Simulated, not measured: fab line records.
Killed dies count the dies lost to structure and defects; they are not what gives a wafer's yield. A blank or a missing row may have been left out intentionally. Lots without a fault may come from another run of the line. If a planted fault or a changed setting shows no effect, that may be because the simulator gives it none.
Struck lot and sound lot, side by side :: flow n5-finfet :: 43 steps out of a route of 1938
Sound: the wafers L828.1, L828.2, L828.4. Wafers L832.4, L832.5, L832.6 were the ones struck. Last of all comes the cause.
Order at every step that has rows: each side's tool, ch and its chambers, its first start. Under that, the readings that differ: sound wafers :: struck wafers :: difference of the means :: sigmas: that difference in standard deviations of wafers without a fault.
alike: a reading whose means differ by less than 2 such deviations, as well as words and numbers matching on both sides. not compared: withheld readings; readings where some wafer has no value; bounds like >300 that might hide an equal value; numbers whose values overlap and for which the record gives no deviation.
Wherever a step has rows on one side only, a row that says differs or no value, or a row with sigmas, the two part there. Non-overlapping numbers with no deviation appear without sigmas and do not part them. A reading missing from all wafers of one side parts the sides only when that side holds two or more wafers.

first, 11 steps without rows for these wafers: N5_BEOL_M4_DESCUM_33 (chemistry O2, time 7 s); N5_BEOL_M4_ETCH_77 (etches underlayer in N2/H2, target depth 6.5 nm, time 5.2 s); N5_BEOL_M4_ETCH_69 (etches SiARC in CF4, target depth 15.6 nm, time 26 s); N5_BEOL_M4_ALD_98 (deposits SiO2, target thk 2.5 nm, pulse time 1 s, co reactant pulse time 1 s); N5_BEOL_M4_ETCHBACK_99 (etches SiO2 in CHF3, target depth 5 nm, time 10.4 s); N5_BEOL_M4_ETCH_70 (etches SOC in N2/H2, target depth 80 nm, overetch 24 nm, time 130 s); N5_BEOL_M4_STRIP_71 (strips in N2/H2); N5_BEOL_M4_STRIP_78 (strips in N2/H2); N5_BEOL_M4_VIA_ETCH_34 (etches the open film in C4F6/O2, target depth 69.4 nm, time 65.9 s); N5_BEOL_M4_STRIP_83 (strips in C4F6/O2); N5_BEOL_M4_STRIP_36 (strips in N2/H2).
N5_BEOL_M4_TRENCH_ETCH_37: etches SiOC in C4F6/O2, target depth 55.555 nm, time 29.2 s.
  sound on rie-diel-04 ch 2,3, day 11 00:08; struck on rie-diel-04 ch 0,1,2, day 12 05:34
reading: oes_f_703_au (a.u.)
sound: 0.86 0.96 0.86
struck: 1.15 1.30 1.16
difference: +0.31
sigmas: +3

reading: oes_o_777_au (a.u.)
sound: 0.87 0.97 0.88
struck: 1.11 1.30 1.15
difference: +0.28
sigmas: +3

reading: rf-fwd-power-W (W)
sound: 347.1 347.1 346.1
struck: 436.4 433.3 433.9
difference: +87.8
sigmas: +49

reading: rf-vpp-V (V)
sound: 662 683 663
struck: 578 581 614
difference: -78
sigmas: -3

reading: model.etch.depth-nm (nm)
sound: 56.05 52.96 55.72
struck: 62.14 61.32 57.81
difference: +5.51
sigmas: 

reading: model.BEOL_M4.feature-depth-nm (nm)
sound: 56 53 55.8
struck: 62.2 61.4 57.8
difference: +5.5
sigmas: 
  alike: drypump-motor-current-A, mfc-ar-sccm, oes-product-au, showerhead-plenum-p-Torr, throttle-valve-pct
  not compared: rf-hours-counter-h
then, 2 steps without rows for these wafers: N5_BEOL_M4_ETCH_41 (etches SiCN in CH3F/O2, target depth 29.9 nm, time 52.5 s); N5_BEOL_M4_STRIP_97 (strips in N2/H2, time 10 s).
N5_BEOL_M4_OCD_MEAS_38:
  sound on ocd-02 at day 11 00:17; struck on ocd-02 at day 12 05:43
reading: trench-depth-nm (nm)
sound: 55.8 52.5 55.2
struck: 61.5 60.1 57.2
difference: +5.1
sigmas: +3
then, 25 steps without rows for these wafers: N5_BEOL_M4_HM_STRIP_39 (strips TiN in peroxide tin strip, target depth 25 nm, time 158 s); N5_BEOL_M4_SRD_40 (time 30 s); N5_BEOL_M4_PRECLEAN_42 (cleans in residue remover, time 60 s); N5_BEOL_M4_SRD_43 (time 30 s); N5_BEOL_M4_DEGAS_44 (time 60 s); N5_BEOL_M4_PRE_CLEAN_45 (time 30 s); N5_BEOL_M4_ALD_84 (deposits TaN, pulse time 2 s, purge time 3 s, co reactant purge time 2 s); N5_BEOL_M4_SURFACE_TREAT_85; N5_BEOL_M4_CVD_47 (deposits Co from CCTBA/H2, target thk 3 nm, time 223.8 s); N5_BEOL_M4_SPUTTER_48 (material Cu, target thk 4.5 nm, time 8.29 s); N5_BEOL_M4_ANNEAL_49 (time 240 s); N5_BEOL_M4_SPUTTER_79 (material Cu, target thk 4.5 nm, time 8.29 s); N5_BEOL_M4_ANNEAL_80 (time 240 s); N5_BEOL_M4_SPUTTER_81 (material Cu, target thk 4.5 nm, time 8.29 s); N5_BEOL_M4_ANNEAL_82 (time 240 s); N5_BEOL_M4_SPUTTER_86 (material Cu, target thk 4.5 nm, time 8.29 s); N5_BEOL_M4_ANNEAL_87 (time 240 s); N5_BEOL_M4_SPUTTER_88 (material Cu, target thk 4.5 nm, time 8.29 s); N5_BEOL_M4_ANNEAL_89 (time 240 s); N5_BEOL_M4_SPUTTER_90 (material Cu, target thk 4.5 nm, time 8.29 s); N5_BEOL_M4_ANNEAL_91 (time 240 s); N5_BEOL_M4_SPUTTER_92 (material Cu, target thk 4.5 nm, time 8.29 s); N5_BEOL_M4_ANNEAL_93 (time 240 s); N5_BEOL_M4_SPUTTER_94 (material Cu, target thk 4.5 nm, time 8.29 s); N5_BEOL_M4_ANNEAL_95 (time 240 s).
N5_BEOL_M4_CMP_52: polishes, stops on SiOC, t overpolish 6.8 s, target thk 40 nm.
  sound on cmp-04 ch 0,2,3, day 11 04:03; struck on cmp-01 ch 0,3, day 12 09:04
reading: model.Cu_of_BEOL_M4_ECD_50.thk-nm (nm)
sound: 41.8 36 38.6
struck: 48.8 44.4 43.8
difference: +6.9
sigmas: 
  alike: barrier-field-endpoint-s, clearing-platen-rpm, motor-current-A, overpolish-run-s, retaining-ring-pressure-frac, time-to-endpoint-s
N5_BEOL_M4_RC_MEAS_101:
  sound on prober-02 ch 0, day 11 04:43; struck on prober-01 ch 0, day 12 10:08
  alike: DIBL_N, DIBL_P, IOFF_N, IOFF_P, ION_N, ION_P, SS_N, SS_P, VT_N, VT_P
-- record jumps: 4 days separate the struck wafers' starts on either side; left off in module BEOL_M4, taken up again in module PASSIVATION, whose first shown step is the route's number 1936 --
N5_PASSIVATION_PROBE_49:
  rows exist in the record for the struck wafers here (prober-01, day 16 14:06), but not for the sound ones

WHERE THEY PART
At N5_BEOL_M4_TRENCH_ETCH_37 first; at N5_PASSIVATION_PROBE_49 last (within this record only).

WHY: the cause the simulator had injected
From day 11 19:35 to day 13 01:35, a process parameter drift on rie-diel-04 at N5_BEOL_M4_TRENCH_ETCH_37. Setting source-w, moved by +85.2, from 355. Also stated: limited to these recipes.
